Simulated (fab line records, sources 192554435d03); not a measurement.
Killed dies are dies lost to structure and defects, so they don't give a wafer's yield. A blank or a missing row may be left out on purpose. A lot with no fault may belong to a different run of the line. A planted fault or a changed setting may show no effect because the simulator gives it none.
fab line records | flow n5Finfet
[record] lots = 7 | wafers = 21 | lastDay = 18
route steps=1938 shown TV_LITHO@1879 TV_OPEN@1887 PASSIVATION@1936
lots with no fault: from the same line, run without faults
startH: hours from the record's opening day to when the first of the lot's shown wafers began | waitH: how many hours have passed since the lot's step before this one | " the same as in the row above | L1.1+2: one row covering several wafers at once | - value missing, or start not given | * or withheld: withheld | < > ~ a bound
route shown NAME@n: NAME is a module with steps in the file, n the number in the route of the first one | usual: the fault-free wafers' mean and standard deviation | same: alike in all rows | chamber/n: place in a boat | sites: the reading at each site | _std_site: standard deviation across them | _edge_site: mean of outer sites minus mean of inner sites | radiusMm: how far each site lies from the wafer's centre | mask NAME#n: copy n | behind: the last tool/chamber to shape the wafer | hold: why the lot went on hold/how many hours it stayed there/how the hold came to an end | device: names the non-switching transistor (n, p or np) | end of line: the tests these same wafers got at the end of their route | step lacking rows: just its recipe | killed: at the first sort, the dies lost to defects and structure; wafer yield is something else | map: a wafer's dies, x killed, . not, _ none there
set.NAME: the setting the step ran with; set.NAME@STEP: the setting that earlier step ran with | model.NAME: the simulator's own value behind a step, which no gauge read
lots at some steps of the route; a table a step, a row a wafer
services: when a tool's chamber went out of use (startH, in hours from the record's first day, below 0 if earlier), for how many hours, and the reason
[[steps]]
[step N5_PASSIVATION_EXPOSE_07]
[recipe] maskId = TV | na = 0.55 | sourceShape = conventional | sigmaOuter = 0.8 | polarization = unpolarized | defocusNm = 0 | targetCdNm = 3000 | doseMj = 22.75
[step N5_PASSIVATION_PEB_08]
[recipe] pebTempC = withheld | pebTimeS = *
[step N5_PASSIVATION_DEVELOP_09]
[recipe] developTimeS = 60 | rinseLiquid = diw | dry = airSpin | devTempC = 21
[step N5_PASSIVATION_HARDBAKE_11]
[recipe] tempC = 130 | timeS = 120
[step N5_PASSIVATION_CD_MEAS_10]
[recipe] targetCdNm = 3000 | landingEnergyEv = 500 | detector = seInlens
[usual] cdNm = 2999.9/1.6
lot.wafer | tool     | chamber | startH | waitH | cdNm
L287.2    | cdSem-03 | 0       | 293.26 | -     | 3001.6
L287.3    | "        | 0       | "      | "     | 3000.8
L287.6    | "        | 0       | "      | "     | 3002.1
L292.3    | cdSem-03 | 0       | 321.08 | -     | 3001.2
L292.4    | "        | 0       | "      | "     | 3004.3
L292.6    | "        | 0       | "      | "     | 3001.8
L297.4    | cdSem-03 | 0       | 368.19 | -     | 3002.1
L297.5    | "        | 0       | "      | "     | 2997.9
L297.6    | "        | 0       | "      | "     | 3001.0
L299.2    | cdSem-01 | 0       | 374.85 | -     | 2998.5
L299.3    | "        | 0       | "      | "     | 2996.5
L299.6    | "        | 0       | "      | "     | 3000.0
L298.2    | cdSem-02 | 0       | 379.11 | -     | 2997.1
L298.3    | "        | 0       | "      | "     | 2996.1
L298.5    | "        | 0       | "      | "     | 2999.7
L305.2    | cdSem-03 | 0       | 400.05 | -     | 2999.0
L305.4    | "        | 0       | "      | "     | 3001.2
L305.6    | "        | 0       | "      | "     | 2999.9
L306.1    | cdSem-03 | 0       | 433.97 | -     | 2998.6
L306.3    | "        | 0       | "      | "     | 3000.9
L306.5    | "        | 0       | "      | "     | 2999.7
[step N5_PASSIVATION_OVL_MEAS_60]
[recipe] pointsPerWafer = 44
[usual] TV_OVL = 1/5.8
[same] pointsPerWafer = 44
lot.wafer | tool       | chamber | startH | waitH | TV_OVL[nm]
L287.2    | overlay-01 | 0       | 293.29 | 0.0   | 0
L287.3    | "          | 0       | "      | "     | -3
L287.6    | "          | 0       | "      | "     | -3
L292.3    | overlay-01 | 0       | 321.11 | 0.0   | -8
L292.4    | "          | 0       | "      | "     | -2
L292.6    | "          | 0       | "      | "     | -11
L297.4    | overlay-02 | 0       | 368.22 | 0.0   | 4
L297.5    | "          | 0       | "      | "     | -1
L297.6    | "          | 0       | "      | "     | 3
L299.2    | overlay-02 | 0       | 374.88 | 0.0   | 1
L299.3    | "          | 0       | "      | "     | 9
L299.6    | "          | 0       | "      | "     | 2
L298.2    | overlay-02 | 0       | 379.14 | 0.0   | 1
L298.3    | "          | 0       | "      | "     | -12
L298.5    | "          | 0       | "      | "     | -3
L305.2    | overlay-02 | 0       | 400.08 | 0.0   | 1
L305.4    | "          | 0       | "      | "     | -2
L305.6    | "          | 0       | "      | "     | 5
L306.1    | overlay-01 | 0       | 434.00 | 0.0   | 7
L306.3    | "          | 0       | "      | "     | 6
L306.5    | "          | 0       | "      | "     | 9
[step N5_PASSIVATION_INSPECT_61]
[recipe] mode = adi | inspectInstrument = macro
[usual] rawDefectCount = 1.9/1.4
lot.wafer | tool             | chamber | startH | waitH | rawDefectCount
L287.2    | defectInspect-02 | -       | 293.31 | 0.0   | 1
L287.3    | "                | -       | "      | "     | 1
L287.6    | "                | -       | "      | "     | 1
L292.3    | defectInspect-01 | -       | 321.14 | 0.0   | 1
L292.4    | "                | -       | "      | "     | 5
L292.6    | "                | -       | "      | "     | 1
L297.4    | defectInspect-02 | -       | 368.25 | 0.0   | 0
L297.5    | "                | -       | "      | "     | 2
L297.6    | "                | -       | "      | "     | 3
L299.2    | defectInspect-01 | -       | 374.91 | 0.0   | 1
L299.3    | "                | -       | "      | "     | 3
L299.6    | "                | -       | "      | "     | 2
L298.2    | defectInspect-02 | -       | 379.16 | 0.0   | 1
L298.3    | "                | -       | "      | "     | 1
L298.5    | "                | -       | "      | "     | 1
L305.2    | defectInspect-02 | -       | 400.10 | 0.0   | 1
L305.4    | "                | -       | "      | "     | 1
L305.6    | "                | -       | "      | "     | 1
L306.1    | defectInspect-02 | -       | 434.02 | 0.0   | 1
L306.3    | "                | -       | "      | "     | 3
L306.5    | "                | -       | "      | "     | 5
[step N5_PASSIVATION_DESCUM_12]
[recipe] chemistry = O2 | timeS = 7.9 | sourcePowerW = 50 | biasPowerW = 20 | pressureMtorr = 20 | rfFrequencyHz = 2.712e+07 | tempC = 40 | o2FlowSccm = 225
[usual] drypumpMotorCurrentA = 5.8/0.45 | oesProductAu = 0.79/0.1 | rfVppV = 243.3/1.4 | showerheadPlenumPTorr = 2.09/0.072 | throttleValvePct = 20.50/0.27
lot.wafer | tool       | chamber | startH | waitH | drypumpMotorCurrentA | oesProductAu | rfHoursCounterH | rfVppV | showerheadPlenumPTorr | throttleValvePct
L287.2    | rieDiel-02 | 1       | 293.35 | 0.0   | 5.9                  | 0.89         | 41              | 246.9  | 2.21                  | 20.04
L287.3    | "          | 0       | "      | "     | 6.0                  | 0.69         | 247             | 242.1  | 2.06                  | 20.86
L287.6    | "          | 1       | "      | "     | 5.9                  | 0.88         | -               | 244.5  | 2.21                  | 20.04
L292.3    | rieDiel-05 | 0       | 321.21 | 0.1   | 5.4                  | 0.66         | 254             | 242.1  | 2.05                  | 20.60
L292.4    | "          | 2       | "      | "     | 5.5                  | 0.88         | -               | 242.8  | 2.04                  | 20.06
L292.6    | "          | 3       | "      | "     | 5.6                  | 0.69         | -               | 242.7  | 2.06                  | 20.98
L297.4    | rieDiel-02 | 0       | 368.28 | 0.0   | 6.0                  | 0.93         | 14              | 242.9  | 2.05                  | 20.53
L297.5    | "          | 1       | "      | "     | 5.9                  | 0.85         | -               | 245.4  | 2.20                  | 20.09
L297.6    | "          | 0       | "      | "     | 6.0                  | 0.93         | -               | 242.5  | 2.05                  | 20.52
L299.2    | rieDiel-02 | 3       | 374.94 | 0.0   | 4.8                  | 0.69         | 247             | 242.0  | 2.06                  | 20.76
L299.3    | "          | 1       | "      | "     | 5.9                  | 0.84         | 71              | 245.4  | 2.20                  | 20.09
L299.6    | "          | 2       | "      | "     | 5.6                  | 0.70         | -               | 242.8  | 2.09                  | 20.36
L298.2    | rieDiel-04 | 0       | 379.19 | 0.0   | 6.1                  | 0.67         | 241             | 243.2  | 2.06                  | 20.67
L298.3    | "          | 2       | "      | "     | 5.5                  | 0.71         | 229             | 244.0  | 2.16                  | 20.61
L298.5    | "          | 0       | "      | "     | 6.1                  | 0.67         | -               | 242.5  | 2.06                  | 20.67
L305.2    | rieDiel-04 | 2       | 400.14 | 0.0   | 5.5                  | 0.71         | 235             | 242.8  | 2.16                  | 20.62
L305.4    | "          | 0       | "      | "     | 6.1                  | 0.68         | 248             | 243.5  | 2.06                  | 20.70
L305.6    | "          | 1       | "      | "     | 6.6                  | 0.72         | -               | 239.7  | 1.98                  | 20.70
L306.1    | rieDiel-05 | 0       | 434.28 | 0.3   | 5.4                  | 0.91         | 31              | 242.8  | 2.04                  | 20.27
L306.3    | "          | 2       | "      | "     | 5.5                  | 0.83         | 70              | 241.8  | 2.03                  | 20.10
L306.5    | "          | 3       | "      | "     | 5.6                  | 0.92         | -               | 244.3  | 2.05                  | 20.70
[step N5_PASSIVATION_PASS_ETCH_74]
[recipe] chemistry = CF4/O2 | target = SiNx | targetDepthA = 2200 | timeS = 110 | ionEnergyEv = 100 | pressureMtorr = 40 | sourceW = 535 | biasW = 49 | Ar_flow_sccm = 100 | cf4FlowSccm = 100 | O2_flow_sccm = 10
[usual] drypumpMotorCurrentA = 5.8/0.45 | oesProductAu = 0.79/0.1 | rfVppV = 241.4/2.8 | showerheadPlenumPTorr = 2.21/0.074 | throttleValvePct = 16.07/0.27
lot.wafer | tool       | chamber | startH | waitH | drypumpMotorCurrentA | oesProductAu | rfHoursCounterH | rfVppV | showerheadPlenumPTorr | throttleValvePct
L287.2    | rieDiel-02 | 1       | 293.41 | 0.0   | 5.9                  | 0.88         | 41              | 242.5  | 2.34                  | 15.68
L287.3    | "          | 0       | "      | "     | 6.0                  | 0.69         | 247             | 240.0  | 2.17                  | 16.47
L287.6    | "          | 1       | "      | "     | 5.9                  | 0.89         | -               | 242.8  | 2.34                  | 15.68
L292.3    | rieDiel-05 | 0       | 321.28 | 0.0   | 5.4                  | 0.66         | 254             | 242.9  | 2.17                  | 16.26
L292.4    | "          | 2       | "      | "     | 5.5                  | 0.88         | -               | 238.1  | 2.16                  | 15.63
L292.6    | "          | 3       | "      | "     | 5.6                  | 0.68         | -               | 243.8  | 2.17                  | 16.54
L297.4    | rieDiel-02 | 0       | 368.34 | 0.0   | 6.0                  | 0.92         | 14              | 240.4  | 2.17                  | 16.01
L297.5    | "          | 1       | "      | "     | 5.9                  | 0.85         | -               | 243.7  | 2.33                  | 15.72
L297.6    | "          | 0       | "      | "     | 6.0                  | 0.91         | -               | 239.7  | 2.17                  | 16.00
L299.2    | rieDiel-02 | 3       | 375.00 | 0.0   | 4.7                  | 0.69         | 247             | 239.0  | 2.18                  | 16.36
L299.3    | "          | 1       | "      | "     | 5.9                  | 0.85         | 71              | 242.0  | 2.33                  | 15.72
L299.6    | "          | 2       | "      | "     | 5.6                  | 0.71         | -               | 245.2  | 2.19                  | 15.91
L298.2    | rieDiel-04 | 0       | 379.26 | 0.0   | 6.1                  | 0.67         | 241             | 240.8  | 2.18                  | 16.29
L298.3    | "          | 2       | "      | "     | 5.5                  | 0.72         | 229             | 242.0  | 2.27                  | 16.19
L298.5    | "          | 0       | "      | "     | 6.1                  | 0.68         | -               | 239.7  | 2.18                  | 16.28
L305.2    | rieDiel-04 | 2       | 400.20 | 0.0   | 5.5                  | 0.71         | 235             | 242.3  | 2.27                  | 16.22
L305.4    | "          | 0       | "      | "     | 6.1                  | 0.66         | 248             | 241.1  | 2.17                  | 16.30
L305.6    | "          | 1       | "      | "     | 6.6                  | 0.71         | -               | 235.2  | 2.10                  | 16.27
L306.1    | rieDiel-05 | 0       | 434.34 | 0.0   | 5.4                  | 0.91         | 31              | 241.2  | 2.16                  | 15.82
L306.3    | "          | 2       | "      | "     | 5.5                  | 0.82         | 70              | 238.8  | 2.15                  | 15.72
L306.5    | "          | 3       | "      | "     | 5.6                  | 0.91         | -               | 243.7  | 2.16                  | 16.17
[step N5_PASSIVATION_VIA_ETCH_13]
[recipe] chemistry = CHF3/O2 | target = SiO2 | targetDepthA = 6600 | CHF3_flow_sccm = 50 | O2_flow_sccm = 5 | Ar_flow_sccm = 200 | timeS = 330 | maskMaterial = PR | pressureMtorr = 30 | sourceW = 650 | biasW = 170 | ionEnergyEv = 200 | ends = cleared
[usual] drypumpMotorCurrentA = 5.8/0.45 | etchRfOnTimeS = 235/4.3 | oesProductAu = 0.71/0.092 | rfVppV = 526/6.1 | showerheadPlenumPTorr = 2.41/0.083 | throttleValvePct = 18.95/0.26
lot.wafer | tool       | chamber | startH | waitH | drypumpMotorCurrentA | etchRfOnTimeS | oesProductAu | rfHoursCounterH | rfVppV | showerheadPlenumPTorr | throttleValvePct
L287.2    | rieDiel-02 | 1       | 293.51 | 0.0   | 5.9                  | 230           | 0.81         | 41              | 529    | 2.56                  | 18.57
L287.3    | "          | 0       | "      | "     | 6.0                  | 234           | 0.62         | 247             | 522    | 2.37                  | 19.35
L287.6    | "          | 1       | "      | "     | 5.9                  | 233           | 0.80         | -               | 530    | 2.56                  | 18.58
L292.3    | rieDiel-05 | 0       | 321.37 | 0.0   | 5.4                  | 234           | 0.60         | 254             | 528    | 2.37                  | 19.08
L292.4    | "          | 2       | "      | "     | 5.5                  | 239           | 0.80         | -               | 518    | 2.36                  | 18.52
L292.6    | "          | 3       | "      | "     | 5.6                  | 245           | 0.62         | -               | 530    | 2.37                  | 19.42
L297.4    | rieDiel-02 | 0       | 368.43 | 0.0   | 6.0                  | 232           | 0.84         | 14              | 522    | 2.36                  | 18.96
L297.5    | "          | 1       | "      | "     | 5.9                  | 231           | 0.77         | -               | 528    | 2.55                  | 18.64
L297.6    | "          | 0       | "      | "     | 6.0                  | 233           | 0.84         | -               | 521    | 2.36                  | 18.97
L299.2    | rieDiel-02 | 3       | 375.10 | 0.0   | 4.8                  | 234           | 0.62         | 247             | 520    | 2.38                  | 19.23
L299.3    | "          | 1       | "      | "     | 5.9                  | 233           | 0.76         | 71              | 529    | 2.55                  | 18.62
L299.6    | "          | 2       | "      | "     | 5.6                  | 239           | 0.64         | -               | 532    | 2.39                  | 18.73
L298.2    | rieDiel-04 | 0       | 379.35 | 0.0   | 6.1                  | 235           | 0.62         | 241             | 525    | 2.38                  | 19.16
L298.3    | "          | 2       | "      | "     | 5.5                  | 236           | 0.65         | 229             | 531    | 2.47                  | 19.01
L298.5    | "          | 0       | "      | "     | 6.1                  | 237           | 0.62         | -               | 524    | 2.38                  | 19.16
L305.2    | rieDiel-04 | 2       | 400.29 | 0.0   | 5.5                  | 235           | 0.64         | 235             | 529    | 2.47                  | 19.03
L305.4    | "          | 0       | "      | "     | 6.1                  | 240           | 0.60         | 248             | 523    | 2.38                  | 19.16
L305.6    | "          | 1       | "      | "     | 6.6                  | 237           | 0.64         | -               | 512    | 2.28                  | 19.10
L306.1    | rieDiel-05 | 0       | 434.43 | 0.0   | 5.4                  | 233           | 0.82         | 31              | 526    | 2.35                  | 18.72
L306.3    | "          | 2       | "      | "     | 5.5                  | 233           | 0.74         | 70              | 518    | 2.34                  | 18.57
L306.5    | "          | 3       | "      | "     | 5.6                  | 235           | 0.83         | -               | 532    | 2.36                  | 19.08
[step N5_PASSIVATION_STRIP_14]
[recipe] chemistry = O2 | powerW = 600 | tempC = 60 | pressureMtorr = 30 | rfFrequencyHz = 6e+07 | biasPowerW = 0 | overashFraction = 0.5 | o2FlowSccm = 225
[usual] chamberPressureMTorr = 30.00/0.054 | drypumpMotorCurrentA = 5.8/0.45 | oesProductAu = 0.79/0.1 | rfVppV = 3.6/0.86 | showerheadPlenumPTorr = 2.10/0.072 | throttleValvePct = 16.75/0.28
[same] biasPowerW = 0
lot.wafer | tool       | chamber | startH | waitH | chamberPressureMTorr | drypumpMotorCurrentA | oesProductAu | rfHoursCounterH | rfVppV | showerheadPlenumPTorr | throttleValvePct
L287.2    | rieDiel-02 | 1       | 293.70 | 0.1   | 29.91                | 5.9                  | 0.88         | 42              | 3.0    | 2.21                  | 16.31
L287.3    | "          | 0       | "      | "     | 30.08                | 6.0                  | 0.69         | 247             | 4.2    | 2.06                  | 17.17
L287.6    | "          | 1       | "      | "     | 29.94                | 5.9                  | 0.88         | -               | 3.1    | 2.21                  | 16.29
L292.3    | rieDiel-05 | 0       | 321.56 | 0.1   | 29.98                | 5.4                  | 0.67         | 254             | 5.0    | 2.06                  | 16.93
L292.4    | "          | 2       | "      | "     | 29.97                | 5.5                  | 0.88         | -               | 4.4    | 2.05                  | 16.29
L292.6    | "          | 3       | "      | "     | 29.89                | 5.6                  | 0.71         | -               | 3.6    | 2.07                  | 17.28
L297.4    | rieDiel-02 | 0       | 368.63 | 0.1   | 30.01                | 6.0                  | 0.94         | 14              | 3.5    | 2.05                  | 16.68
L297.5    | "          | 1       | "      | "     | 30.04                | 5.9                  | 0.85         | -               | 3.5    | 2.21                  | 16.35
L297.6    | "          | 0       | "      | "     | 30.01                | 6.0                  | 0.93         | -               | 4.8    | 2.05                  | 16.69
L299.2    | rieDiel-02 | 3       | 375.29 | 0.1   | 30.06                | 4.8                  | 0.69         | 247             | 3.8    | 2.07                  | 17.05
L299.3    | "          | 1       | "      | "     | 30.05                | 5.9                  | 0.85         | 71              | 4.2    | 2.20                  | 16.34
L299.6    | "          | 2       | "      | "     | 30.07                | 5.6                  | 0.70         | -               | 3.8    | 2.09                  | 16.64
L298.2    | rieDiel-04 | 0       | 379.55 | 0.1   | 30.03                | 6.1                  | 0.69         | 241             | 3.8    | 2.07                  | 16.95
L298.3    | "          | 2       | "      | "     | 30.08                | 5.5                  | 0.71         | 229             | 3.3    | 2.16                  | 16.88
L298.5    | "          | 0       | "      | "     | 30.03                | 6.1                  | 0.69         | -               | 3.1    | 2.07                  | 16.96
L305.2    | rieDiel-04 | 2       | 400.49 | 0.1   | 30.00                | 5.5                  | 0.71         | 235             | 2.8    | 2.16                  | 16.89
L305.4    | "          | 0       | "      | "     | 29.98                | 6.1                  | 0.67         | 248             | 5.7    | 2.07                  | 16.98
L305.6    | "          | 1       | "      | "     | 30.04                | 6.5                  | 0.71         | -               | 3.2    | 1.99                  | 16.93
L306.1    | rieDiel-05 | 0       | 434.63 | 0.1   | 29.92                | 5.4                  | 0.91         | 31              | 3.7    | 2.05                  | 16.49
L306.3    | "          | 2       | "      | "     | 29.93                | 5.5                  | 0.82         | 71              | 3.0    | 2.03                  | 16.39
L306.5    | "          | 3       | "      | "     | 29.92                | 5.6                  | 0.93         | -               | 3.7    | 2.06                  | 16.82
[step N5_PASSIVATION_ETCH_15]
[recipe] chemistry = CF4/N2 | target = SiCN | targetDepthA = 750 | taperDeg = 2 | timeS = 81.2 | ionEnergyEv = 150 | maskMaterial = SiNx | pressureMtorr = 40 | sourceW = 430 | biasW = 70 | Ar_flow_sccm = 100 | cf4FlowSccm = 60 | n2FlowSccm = 60
[usual] drypumpMotorCurrentA = 5.8/0.46 | oesProductAu = 0.79/0.1 | rfVppV = 382.3/1.8 | showerheadPlenumPTorr = 2.21/0.075 | throttleValvePct = 15.52/0.27
lot.wafer | tool       | chamber | startH | waitH | drypumpMotorCurrentA | oesProductAu | rfHoursCounterH | rfVppV | showerheadPlenumPTorr | throttleValvePct
L287.2    | rieDiel-02 | 1       | -      | -     | 5.9                  | 0.89         | 42              | 386.0  | 2.34                  | 15.12
L287.3    | "          | 0       | "      | "     | 6.0                  | 0.68         | 247             | 381.4  | 2.17                  | 15.93
L287.6    | "          | 1       | "      | "     | 5.9                  | 0.90         | -               | 385.8  | 2.34                  | 15.15
L292.3    | rieDiel-05 | 0       | -      | -     | 5.4                  | 0.66         | 254             | 381.2  | 2.17                  | 15.72
L292.4    | "          | 2       | "      | "     | 5.5                  | 0.88         | -               | 381.3  | 2.16                  | 15.07
L292.6    | "          | 3       | "      | "     | 5.6                  | 0.68         | -               | 380.1  | 2.17                  | 15.99
L297.4    | rieDiel-02 | 0       | -      | -     | 6.0                  | 0.93         | 14              | 380.9  | 2.17                  | 15.47
L297.5    | "          | 1       | "      | "     | 5.9                  | 0.85         | -               | 384.1  | 2.33                  | 15.19
L297.6    | "          | 0       | "      | "     | 6.0                  | 0.92         | -               | 381.4  | 2.17                  | 15.46
L299.2    | rieDiel-02 | 3       | -      | -     | 4.8                  | 0.69         | 247             | 381.0  | 2.18                  | 15.82
L299.3    | "          | 1       | "      | "     | 5.9                  | 0.85         | 71              | 384.0  | 2.33                  | 15.18
L299.6    | "          | 2       | "      | "     | 5.6                  | 0.70         | -               | 381.5  | 2.19                  | 15.38
L298.2    | rieDiel-04 | 0       | -      | -     | 6.1                  | 0.68         | 241             | 382.2  | 2.18                  | 15.74
L298.3    | "          | 2       | "      | "     | 5.5                  | 0.72         | 229             | 382.0  | 2.27                  | 15.66
L298.5    | "          | 0       | "      | "     | 6.1                  | 0.67         | -               | 382.1  | 2.18                  | 15.74
L305.2    | rieDiel-04 | 2       | -      | -     | 5.5                  | 0.71         | 235             | 383.0  | 2.27                  | 15.67
L305.4    | "          | 0       | "      | "     | 6.1                  | 0.67         | 248             | 380.4  | 2.17                  | 15.75
L305.6    | "          | 1       | "      | "     | 6.6                  | 0.72         | -               | 379.8  | 2.10                  | 15.71
L306.1    | rieDiel-05 | 0       | -      | -     | 5.4                  | 0.90         | 31              | 381.6  | 2.16                  | 15.27
L306.3    | "          | 2       | "      | "     | 5.5                  | 0.82         | 71              | 381.5  | 2.15                  | 15.17
L306.5    | "          | 3       | "      | "     | 5.6                  | 0.91         | -               | 381.7  | 2.16                  | 15.58
[step N5_PASSIVATION_STRIP_73]
[recipe] chemistry = postEtchResidueRemover | timeS = 60 | tempC = 25 | removerPh = withheld | removerWaterWtPct = withheld | removerFluorideWtPct = withheld
[usual] runLengthS = 69/3.1 | tempC = 25.00/0.11
lot.wafer | tool        | chamber | startH | waitH | runLengthS | tempC
L287.2    | wetBench-05 | 4       | 293.86 | -     | 66         | 25.12
L287.3    | "           | 3       | "      | "     | 66         | 24.68
L287.6    | "           | 7       | "      | "     | 67         | 25.01
L292.3    | wetBench-04 | 3       | 321.73 | -     | 72         | 24.93
L292.4    | "           | 4       | "      | "     | 72         | 24.95
L292.6    | "           | 6       | "      | "     | 72         | 25.20
L297.4    | wetBench-05 | 5       | 368.79 | -     | -          | -
L297.5    | "           | 1       | "      | "     | -          | -
L297.6    | "           | 4       | "      | "     | -          | -
L299.2    | wetBench-02 | 2       | 375.45 | -     | -          | -
L299.3    | "           | 3       | "      | "     | -          | -
L299.6    | "           | 5       | "      | "     | -          | -
L298.2    | wetBench-04 | 1       | 379.71 | -     | -          | -
L298.3    | "           | 4       | "      | "     | -          | -
L298.5    | "           | 7       | "      | "     | -          | -
L305.2    | wetBench-05 | 1       | 400.65 | -     | 73         | 24.98
L305.4    | "           | 0       | "      | "     | 73         | 24.95
L305.6    | "           | 4       | "      | "     | 72         | 24.95
L306.1    | wetBench-04 | 1       | 434.79 | -     | 66         | 24.91
L306.3    | "           | 6       | "      | "     | 66         | 25.12
L306.5    | "           | 4       | "      | "     | 66         | 24.97
[step N5_PASSIVATION_SRD_17]
[recipe] timeS = 30 | tempC = 23 | rinseLiquid = diw | dry = n2Spin | spinRpm = 1500 | dryTimeS = 30
[step N5_PASSIVATION_PROBE_49]
[usual] defectLimitedYield = 91.1/1.4 | killed_at_M0_to_M3 = 33/10 | killed_at_M4_up = 15/5.8 | killedAtContacts = 13/5.9 | killedAtFrontEnd = 39/11 | killedAtOther = 4/3.6 | killedDies = 105/16 | killedOpen = 68/11 | killedShort = 34/7.8 | sort_bin_5_function = 5.2/0.88 | sort_bin_6_memory = 3.3/0.61 | sortNPass = 1075/16 | sortYieldPct = 91.1/1.4
[same] grossDies = 1180 | killedAtBackSide = 0 | sort_bin_4_leakage[%] = 0 | sort_bin_8_speed[%] = 0
lot.wafer | tool      | chamber | startH | waitH | defectLimitedYield[%] | killed_at_M0_to_M3 | killed_at_M4_up | killedAtContacts | killedAtFrontEnd | killedAtOther | killedDies | killedOpen | killedShort | sort_bin_5_function[%] | sort_bin_6_memory[%] | sortNPass | sortYieldPct[%]
L297.4    | prober-02 | -       | 375.82 | 0.2   | 91.7                  | 23                 | 10              | 13               | 44               | 8             | 98         | 54         | 41          | 4.9                    | 3.1                  | 1082      | 91.7
L297.5    | prober-02 | -       | 375.87 | 0.2   | 87.3                  | 37                 | 28              | 20               | 51               | 14            | 150        | 110        | 36          | 6.9                    | 5.3                  | 1030      | 87.3
// killed by level:class
L297.4 FIN_SAQP:geometricParticle:open=11 MOL_CONTACT_COAG:geometricParticle:open=11 FIN_SAQP:geometricParticle:short=9 BEOL_M2:geometricParticle:open=7 STI_FIN_REVEAL:geometricParticle:open=6 GATE_CUT:geometricParticle:short=6 BEOL_M3:geometricParticle:open=5 BEOL_M4:geometricParticle:open=5
L297.5 FIN_SAQP:geometricParticle:open=21 MOL_CONTACT_COAG:geometricParticle:open=16 BEOL_M4:geometricParticle:open=15 STI_FIN_REVEAL:geometricParticle:open=10 BEOL_M3:geometricParticle:open=10 FIN_SAQP:geometricParticle:short=9 BEOL_M0_SAQP:geometricParticle:open=8 BEOL_M5:geometricParticle:open=6
[[services]]
tool       | chamber | startH | hours | kind
rieDiel-02 | -       | 275.75 | 2.8   | pm
rieDiel-02 | 0       | 303.00 | -     | clean
rieDiel-02 | 0       | 303.00 | -     | consumableReplace:focusRing
rieDiel-02 | 0       | 303.00 | 19.1  | scheduledDown
rieDiel-02 | 0       | 303.00 | 19.1  | ventCycle
rieDiel-05 | 0       | 325.56 | -     | clean
rieDiel-05 | 0       | 325.56 | -     | consumableReplace:focusRing
rieDiel-05 | 0       | 325.56 | 16.5  | scheduledDown
rieDiel-05 | 0       | 325.56 | 16.5  | ventCycle
rieDiel-05 | 1       | 347.76 | -     | clean
rieDiel-05 | 1       | 347.76 | -     | consumableReplace:focusRing
rieDiel-05 | 1       | 347.76 | 19.1  | scheduledDown
rieDiel-05 | 1       | 347.76 | 19.1  | ventCycle
rieDiel-05 | 3       | 368.40 | -     | clean
rieDiel-05 | 3       | 368.40 | -     | consumableReplace:focusRing
rieDiel-05 | 3       | 368.40 | 15.5  | scheduledDown
rieDiel-05 | 3       | 368.40 | 15.5  | ventCycle
rieDiel-02 | 3       | 398.43 | 8.6   | repair
rieDiel-04 | 0       | 404.99 | -     | clean
rieDiel-02 | 3       | 407.07 | -     | clean
rieDiel-02 | 3       | 407.07 | -     | consumableReplace:focusRing
rieDiel-02 | 3       | 407.07 | 15.9  | scheduledDown
rieDiel-02 | 3       | 407.07 | 15.9  | ventCycle
rieDiel-02 | 2       | 422.69 | 3.9   | repair
[[key]]
[firstSign] step = N5_PASSIVATION_STRIP_73 | reading = toolRecord | direction = missing
effect none on later readings
metAt N5_PASSIVATION_STRIP_73
struckWafers L297.4,L297.5,L297.6,L298.2,L298.3,L298.5,L299.2,L299.3,L299.6
onsetBetween 321.73 368.79
[fault] kind = skippedStepWhole | tool = wetBench-02,wetBench-04,wetBench-05 | chamber = - | onsetH = 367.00 | steps = N5_PASSIVATION_STRIP_73 | scope = struckLotsOnly
